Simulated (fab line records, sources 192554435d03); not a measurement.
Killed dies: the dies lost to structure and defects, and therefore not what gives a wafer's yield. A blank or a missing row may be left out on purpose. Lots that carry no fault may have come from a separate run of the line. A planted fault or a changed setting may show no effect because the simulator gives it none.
Which tool was responsible? / flow n5 finfet / 9 lots with 27 wafers sampled at 5 steps, on a route of 1938 steps

== WHAT THE GAUGES SHOWED, per wafer ==
N5_DUMMY_GATE_CD_MEAS_24: target cd 15 nm. Usual: cd nm 15.04 nm, standard deviation 0.3.
lot=L235; measured=day 3 17:53; on=cd sem-03; cd nm (nm)=14.94 14.80 15.03; flag=
lot=L240; measured=day 4 23:26; on=cd sem-01; cd nm (nm)=14.85 15.15 14.70; flag=
lot=L241; measured=day 5 04:19; on=cd sem-02; cd nm (nm)=15.14 15.16 15.32; flag=
lot=L244; measured=day 6 01:26; on=cd sem-03; cd nm (nm)=14.59 14.45 15.06; flag=
lot=L245; measured=day 6 06:17; on=cd sem-01; cd nm (nm)=15.15 14.87 14.86; flag=
lot=L246; measured=day 6 13:58; on=cd sem-03; cd nm (nm)=14.98 15.03 15.32; flag=
lot=L251; measured=day 7 17:31; on=cd sem-01; cd nm (nm)=15.05 15.06 15.41; flag=
lot=L253; measured=day 8 05:20; on=cd sem-02; cd nm (nm)=14.89 15.32 15.00; flag=
lot=L254; measured=day 8 12:37; on=cd sem-01; cd nm (nm)=15.36 15.21 15.59; flag=

N5_SD_EPI_P_CD_MEAS_09: target cd 240 nm. Usual: cd nm 240.0 nm, standard deviation 0.74.
lot=L235; measured=day 3 23:35; on=cd sem-01; cd nm (nm)=239.2 239.9 240.1; flag=
lot=L240; measured=day 5 05:49; on=cd sem-02; cd nm (nm)=239.3 239.3 239.8; flag=
lot=L241; measured=day 5 10:17; on=cd sem-03; cd nm (nm)=240.6 239.4 239.8; flag=
lot=L244; measured=day 6 06:56; on=cd sem-02; cd nm (nm)=240.1 240.3 240.5; flag=
lot=L245; measured=day 6 11:52; on=cd sem-03; cd nm (nm)=241.0 240.2 240.8; flag=
lot=L246; measured=day 6 20:10; on=cd sem-01; cd nm (nm)=240.3 240.3 238.6; flag=
lot=L251; measured=day 7 23:08; on=cd sem-03; cd nm (nm)=239.0 239.4 239.5; flag=
lot=L253; measured=day 8 11:09; on=cd sem-01; cd nm (nm)=240.9 240.5 240.6; flag=
lot=L254; measured=day 8 19:53; on=cd sem-03; cd nm (nm)=240.5 239.7 240.2; flag=

N5_BEOL_M4_RC_MEAS_101. Usual: DIBL_N 36.3 mV/V, standard deviation 1; DIBL_P 36.2 mV/V, standard deviation 1.4; IOFF_N 0.157 nA/um, standard deviation 0.021; IOFF_N_85C 3.1 nA/um, standard deviation 0.35; IOFF_N_LIN 0.073 nA/um, standard deviation 0.0083; IOFF_P 0.206 nA/um, standard deviation 0.025; ION_N 673 uA/um, standard deviation 9; ION_P 461 uA/um, standard deviation 6.4; REXT_N 75.0 ohm.um, standard deviation 1.5; SS_N 71.5 mV/dec, standard deviation 0.5; SS_P 73.2 mV/dec, standard deviation 0.47; VT_N 249.9 mV, standard deviation 2.4; VT_N_LVT 98.2 mV, standard deviation 2.7; VT_P -250.6 mV, standard deviation 2.9.
lot=L235; measured=day 8 05:05; on=prober-02; DIBL_N (mV/V)=36.7 34.9 36.6; DIBL_P (mV/V)=35.9 34.3 36.5; IOFF_N (nA/um)=0.175 0.153 0.190; IOFF_N_85C (nA/um)=3.4 3.0 3.6; IOFF_N_LIN (nA/um)=0.080 0.072 0.086; IOFF_P (nA/um)=0.204 0.182 0.208; ION_N (uA/um)=683 679 689; ION_P (uA/um)=460 466 462; REXT_N (ohm.um)=75.9 75.7 75.6; SS_N (mV/dec)=71.6 71.4 71.7; SS_P (mV/dec)=73.8 73.2 74.1; VT_N (mV)=249.0 250.8 248.7; VT_N_LVT (mV)=95.2 95.3 92.7; VT_P (mV)=-251.3 -252.4 -253.0; flag=
lot=L240; measured=day 9 14:26; on=prober-02; DIBL_N (mV/V)=36.2 36.6 36.2; DIBL_P (mV/V)=35.7 35.6 35.8; IOFF_N (nA/um)=0.148 0.154 0.151; IOFF_N_85C (nA/um)=2.9 3.0 3.0; IOFF_N_LIN (nA/um)=0.070 0.072 0.071; IOFF_P (nA/um)=0.186 0.178 0.182; ION_N (uA/um)=673 675 677; ION_P (uA/um)=457 456 467; REXT_N (ohm.um)=75.5 75.0 75.4; SS_N (mV/dec)=71.8 71.9 71.1; SS_P (mV/dec)=73.9 72.4 73.3; VT_N (mV)=250.7 248.6 250.7; VT_N_LVT (mV)=98.0 97.2 96.4; VT_P (mV)=-252.1 -251.9 -252.5; flag=
lot=L241; measured=day 9 19:16; on=prober-02; DIBL_N (mV/V)=35.4 36.5 36.2; DIBL_P (mV/V)=35.4 36.8 35.5; IOFF_N (nA/um)=0.140 0.175 0.159; IOFF_N_85C (nA/um)=2.7 3.3 3.0; IOFF_N_LIN (nA/um)=0.064 0.079 0.069; IOFF_P (nA/um)=0.180 0.203 0.186; ION_N (uA/um)=663 685 661; ION_P (uA/um)=451 465 450; REXT_N (ohm.um)=72.9 72.3 73.7; SS_N (mV/dec)=70.8 72.0 71.9; SS_P (mV/dec)=73.5 73.5 73.4; VT_N (mV)=252.7 246.5 250.9; VT_N_LVT (mV)=100.8 95.8 98.8; VT_P (mV)=-250.7 -250.9 -254.0; flag=
lot=L244; measured=day 10 21:08; on=prober-02; DIBL_N (mV/V)=45.7 46.5 45.8; DIBL_P (mV/V)=37.4 37.7 38.3; IOFF_N (nA/um)=0.381 0.411 0.388; IOFF_N_85C (nA/um)=6.3 6.7 6.5; IOFF_N_LIN (nA/um)=0.138 0.141 0.145; IOFF_P (nA/um)=0.206 0.208 0.222; ION_N (uA/um)=723 720 740; ION_P (uA/um)=460 455 462; REXT_N (ohm.um)=65.2 65.6 65.4; SS_N (mV/dec)=73.5 74.7 73.9; SS_P (mV/dec)=73.0 73.4 72.6; VT_N (mV)=241.2 238.1 235.6; VT_N_LVT (mV)=88.2 88.4 86.4; VT_P (mV)=-251.2 -253.6 -251.6; flag=OFF
lot=L245; measured=day 11 07:20; on=prober-01; DIBL_N (mV/V)=43.4 44.3 44.9; DIBL_P (mV/V)=34.8 35.0 36.4; IOFF_N (nA/um)=0.326 0.378 0.396; IOFF_N_85C (nA/um)=5.6 6.3 6.6; IOFF_N_LIN (nA/um)=0.131 0.132 0.149; IOFF_P (nA/um)=0.197 0.201 0.220; ION_N (uA/um)=726 712 730; ION_P (uA/um)=465 454 459; REXT_N (ohm.um)=67.3 67.5 66.7; SS_N (mV/dec)=72.7 73.8 73.2; SS_P (mV/dec)=72.9 73.1 72.9; VT_N (mV)=237.8 242.3 235.5; VT_N_LVT (mV)=86.8 88.1 84.9; VT_P (mV)=-252.0 -248.4 -250.4; flag=OFF
lot=L246; measured=day 11 11:57; on=prober-01; DIBL_N (mV/V)=36.6 36.8 36.1; DIBL_P (mV/V)=36.7 36.7 34.8; IOFF_N (nA/um)=0.187 0.202 0.169; IOFF_N_85C (nA/um)=3.6 3.8 3.2; IOFF_N_LIN (nA/um)=0.088 0.093 0.080; IOFF_P (nA/um)=0.259 0.271 0.233; ION_N (uA/um)=685 687 682; ION_P (uA/um)=470 475 471; REXT_N (ohm.um)=74.6 73.8 73.7; SS_N (mV/dec)=71.7 71.7 71.1; SS_P (mV/dec)=73.0 72.9 72.7; VT_N (mV)=247.2 243.5 247.3; VT_N_LVT (mV)=94.5 92.8 96.6; VT_P (mV)=-244.2 -244.8 -248.5; flag=
lot=L251; measured=day 12 17:07; on=prober-02; DIBL_N (mV/V)=37.5 35.4 35.9; DIBL_P (mV/V)=35.7 34.3 34.6; IOFF_N (nA/um)=0.148 0.120 0.132; IOFF_N_85C (nA/um)=2.9 2.4 2.7; IOFF_N_LIN (nA/um)=0.068 0.059 0.063; IOFF_P (nA/um)=0.179 0.157 0.162; ION_N (uA/um)=665 667 660; ION_P (uA/um)=448 455 455; REXT_N (ohm.um)=76.9 77.6 78.2; SS_N (mV/dec)=71.8 70.2 72.1; SS_P (mV/dec)=73.4 72.9 72.3; VT_N (mV)=251.7 252.6 252.5; VT_N_LVT (mV)=98.9 102.0 99.4; VT_P (mV)=-255.2 -255.0 -255.7; flag=
lot=L253; measured=day 13 01:10; on=prober-01; DIBL_N (mV/V)=35.8 36.5 35.6; DIBL_P (mV/V)=34.6 34.8 34.3; IOFF_N (nA/um)=0.141 0.147 0.142; IOFF_N_85C (nA/um)=2.8 3.0 2.8; IOFF_N_LIN (nA/um)=0.068 0.071 0.069; IOFF_P (nA/um)=0.206 0.210 0.208; ION_N (uA/um)=679 665 681; ION_P (uA/um)=470 463 472; REXT_N (ohm.um)=76.1 76.3 74.4; SS_N (mV/dec)=71.0 71.5 71.0; SS_P (mV/dec)=73.2 72.5 72.6; VT_N (mV)=250.3 248.9 250.8; VT_N_LVT (mV)=101.3 100.1 100.2; VT_P (mV)=-247.9 -246.2 -247.9; flag=
lot=L254; measured=day 13 13:49; on=prober-02; DIBL_N (mV/V)=37.8 35.6 33.4; DIBL_P (mV/V)=38.4 35.6 32.3; IOFF_N (nA/um)=0.180 0.145 0.106; IOFF_N_85C (nA/um)=3.4 2.8 2.2; IOFF_N_LIN (nA/um)=0.082 0.067 0.053; IOFF_P (nA/um)=0.230 0.187 0.148; ION_N (uA/um)=674 664 663; ION_P (uA/um)=462 457 455; REXT_N (ohm.um)=78.1 77.3 77.8; SS_N (mV/dec)=71.7 72.1 70.7; SS_P (mV/dec)=74.2 72.9 72.3; VT_N (mV)=248.4 251.5 255.4; VT_N_LVT (mV)=100.1 103.0 107.0; VT_P (mV)=-251.4 -251.2 -255.0; flag=

== TOOL THAT RAN EACH LOT (tool first, then ch and the chambers of the sampled wafers, then the start) ==
lot=L235; N5_SD_EPI_N_ETCH_34=rie diel-06 ch 0,3, day 3 19:23; N5_SD_EPI_N_VAPOR_ETCH_50=epi rpcvd-02 ch 0, day 3 20:52
lot=L240; N5_SD_EPI_N_ETCH_34=rie diel-06 ch 0,1,3, day 5 01:29; N5_SD_EPI_N_VAPOR_ETCH_50=epi rpcvd-02 ch 0, day 5 02:57
lot=L241; N5_SD_EPI_N_ETCH_34=rie diel-06 ch 0,1,3, day 5 05:37; N5_SD_EPI_N_VAPOR_ETCH_50=epi rpcvd-02 ch 0, day 5 07:05
lot=L244; N5_SD_EPI_N_ETCH_34=rie diel-04 ch 0,2, day 6 02:44; N5_SD_EPI_N_VAPOR_ETCH_50=epi rpcvd-02 ch 0, day 6 04:13
lot=L245; N5_SD_EPI_N_ETCH_34=rie diel-06 ch 0,1,3, day 6 07:34; N5_SD_EPI_N_VAPOR_ETCH_50=epi rpcvd-02 ch 0, day 6 09:03
lot=L246; N5_SD_EPI_N_ETCH_34=rie diel-02 ch 1,3, day 6 15:31; N5_SD_EPI_N_VAPOR_ETCH_50=epi rpcvd-01 ch 0, day 6 17:14
lot=L251; N5_SD_EPI_N_ETCH_34=rie diel-02 ch 2,3, day 7 18:48; N5_SD_EPI_N_VAPOR_ETCH_50=epi rpcvd-01 ch 0, day 7 20:17
lot=L253; N5_SD_EPI_N_ETCH_34=rie diel-04 ch 0,1,2, day 8 06:50; N5_SD_EPI_N_VAPOR_ETCH_50=epi rpcvd-03 ch 0, day 8 08:18
lot=L254; N5_SD_EPI_N_ETCH_34=rie diel-06 ch 0,2, day 8 15:15; N5_SD_EPI_N_VAPOR_ETCH_50=epi rpcvd-01 ch 0, day 8 16:44
- N5_SD_EPI_N_ETCH_34: etches SiARC in CF4, target depth 45.5 nm, time 75.8 s.
- N5_SD_EPI_N_VAPOR_ETCH_50: etches Si in HCl, time 54 s.

== AS READ BY THE TOOLS THEMSELVES (means over the sampled wafers that have a number; for cases with no such wafer, the mark the record gives instead) ==
N5_SD_EPI_N_ETCH_34. Usual: drypump motor current A 5.8 A, standard deviation 0.54; etch rf on time s 75.8 s, standard deviation 1.1; oes product au 0.67 a.u., standard deviation 0.071; rf vpp V 184.1 V, standard deviation 1.1; showerhead plenum p Torr 2.14 Torr, standard deviation 0.067; throttle valve pct 15.62 %, standard deviation 0.23.
lot=L235; tool=rie diel-06; drypump motor current A (A)=6.2; etch rf on time s (s)=75.0; oes product au (a.u.)=0.71; rf vpp V (V)=183.6; showerhead plenum p Torr (Torr)=2.11; throttle valve pct (%)=15.39; flag=
lot=L240; tool=rie diel-06; drypump motor current A (A)=5.8; etch rf on time s (s)=75.5; oes product au (a.u.)=0.69; rf vpp V (V)=184.2; showerhead plenum p Torr (Torr)=2.16; throttle valve pct (%)=15.57; flag=
lot=L241; tool=rie diel-06; drypump motor current A (A)=5.8; etch rf on time s (s)=76.1; oes product au (a.u.)=0.69; rf vpp V (V)=183.8; showerhead plenum p Torr (Torr)=2.16; throttle valve pct (%)=15.57; flag=
lot=L244; tool=rie diel-04; drypump motor current A (A)=6.3; etch rf on time s (s)=76.6; oes product au (a.u.)=0.64; rf vpp V (V)=183.3; showerhead plenum p Torr (Torr)=2.11; throttle valve pct (%)=15.71; flag=
lot=L245; tool=rie diel-06; drypump motor current A (A)=5.8; etch rf on time s (s)=75.1; oes product au (a.u.)=0.68; rf vpp V (V)=184.9; showerhead plenum p Torr (Torr)=2.16; throttle valve pct (%)=15.60; flag=
lot=L246; tool=rie diel-02; drypump motor current A (A)=5.4; etch rf on time s (s)=77.6; oes product au (a.u.)=0.59; rf vpp V (V)=184.8; showerhead plenum p Torr (Torr)=2.18; throttle valve pct (%)=15.92; flag=
lot=L251; tool=rie diel-02; drypump motor current A (A)=6.0; etch rf on time s (s)=75.5; oes product au (a.u.)=0.67; rf vpp V (V)=184.2; showerhead plenum p Torr (Torr)=2.14; throttle valve pct (%)=15.83; flag=
lot=L253; tool=rie diel-04; drypump motor current A (A)=6.1; etch rf on time s (s)=75.0; oes product au (a.u.)=0.71; rf vpp V (V)=184.4; showerhead plenum p Torr (Torr)=2.10; throttle valve pct (%)=15.62; flag=
lot=L254; tool=rie diel-06; drypump motor current A (A)=6.5; etch rf on time s (s)=76.9; oes product au (a.u.)=0.65; rf vpp V (V)=184.2; showerhead plenum p Torr (Torr)=2.07; throttle valve pct (%)=15.41; flag=

N5_SD_EPI_N_VAPOR_ETCH_50. Usual: susceptor temp C 775.1 C, standard deviation 0.31; throttle valve pct 11.7 %, standard deviation 0.35.
lot=L235; tool=epi rpcvd-02; susceptor temp C (C)=774.7; throttle valve pct (%)=11.6; flag=
lot=L240; tool=epi rpcvd-02; susceptor temp C (C)=774.5; throttle valve pct (%)=11.5; flag=
lot=L241; tool=epi rpcvd-02; susceptor temp C (C)=775.0; throttle valve pct (%)=11.5; flag=
lot=L244; tool=epi rpcvd-02; susceptor temp C (C)=788.3; throttle valve pct (%)=11.5; flag=OFF
lot=L245; tool=epi rpcvd-02; susceptor temp C (C)=788.0; throttle valve pct (%)=11.5; flag=OFF
lot=L246; tool=epi rpcvd-01; susceptor temp C (C)=775.3; throttle valve pct (%)=11.5; flag=
lot=L251; tool=epi rpcvd-01; susceptor temp C (C)=775.1; throttle valve pct (%)=11.5; flag=
lot=L253; tool=epi rpcvd-03; susceptor temp C (C)=775.0; throttle valve pct (%)=12.3; flag=
lot=L254; tool=epi rpcvd-01; susceptor temp C (C)=775.2; throttle valve pct (%)=11.5; flag=

== THE ANSWER, worked out from the rows above alone ==
Rule: a lot is off if the mean of its wafers that have a number lies more than 3 standard deviations from the usual mean. A lot without any number at a reading at which 4 lots or more have one is off too. Where the step has rows for the other lots, those lots are counted as sound. The gauges are gone through in route order, then the tools' own readings, and for those a lot's mean is taken as printed above. The first step at which some lot is off is used, and at that step the reading that is off furthest; a lot without a number counts as furthest.
Off: L244, L245, at N5_BEOL_M4_RC_MEAS_101 (IOFF_N).
If a tool, at a process step before that reading, ran all the lots that are off and no sound lot after the first of them, it fits. The gauges at N5_BEOL_M4_RC_MEAS_101 aren't tried: what is off there is off at N5_SD_EPI_N_VAPOR_ETCH_50 too, on other tools, and a gauge's error can't cause that. One candidate fits, namely epi rpcvd-02 at N5_SD_EPI_N_VAPOR_ETCH_50. A fault onset in the window from L241 (day 5 07:05, its last sound lot) to L244 (day 6 04:13, its first lot off) fits.
On the lots that are off, the tool's own readings at N5_SD_EPI_N_VAPOR_ETCH_50 differ by more than 5 times the standard deviation of the sound lots' means, which bears it out; susceptor temp C reads 788.1 C there versus 775.0 C on the sound lots.

== WHAT THE SIMULATOR HAD PUT IN ==
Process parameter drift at N5_SD_EPI_N_VAPOR_ETCH_50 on epi rpcvd-02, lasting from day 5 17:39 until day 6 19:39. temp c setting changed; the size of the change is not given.
Shown lots that were struck: L244, L245. The rule above found the same.
